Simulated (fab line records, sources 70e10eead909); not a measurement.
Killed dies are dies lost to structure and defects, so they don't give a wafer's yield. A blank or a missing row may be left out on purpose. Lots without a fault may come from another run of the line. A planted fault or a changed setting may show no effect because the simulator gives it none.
Chamber matching | flow nand_harc | NHARC_A_M0_DEP_32 on pecvd-04: 3 sister chambers
The step deposits SiCN, target thk 30 nm. 3 wafers are shown with their chamber, then 7 later ones without.

WAFERS WITH THEIR CHAMBER
wafer  | chamber | heater_power_w (W)
L913.2 | 0       | 547
L916.1 | 2       | 555
L916.4 | 1       | 648

WAFERS WITHOUT THEIR CHAMBER
wafer  | heater_power_w (W)
L916.6 | 558
L919.3 | 653
L919.5 | 569
L919.6 | 642
L925.1 | 548
L925.2 | 635
L925.3 | 631

WHICH CHAMBER EACH WENT THROUGH
wafer  | from the rows above     | in truth
L916.6 | can't be placed: 2 or 0 | 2
L919.3 | 1                       | 1
L919.5 | can't be placed: 2 or 0 | 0
L919.6 | 1                       | 1
L925.1 | can't be placed: 0 or 2 | 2
L925.2 | 1                       | 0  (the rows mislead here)
L925.3 | 1                       | 1
Placed correctly: 3 of 7. Can't be placed from these rows: 3 (the true chamber is among the candidates in 3). Placed wrongly: 1.
How it was worked out, from the rows above alone: a wafer's distance from a chamber is the root of the sum, over the readings, of the square of ((its reading less the chamber's mean) divided by the reading's scatter). The wafer belongs to the nearest chamber; if the next one is less than 2 further off, it can't be placed. A chamber's mean is the mean of its shown wafers. The scatter: with one shown wafer a chamber, the root of the mean of the squares of how far each hidden wafer lies from its nearest shown one.
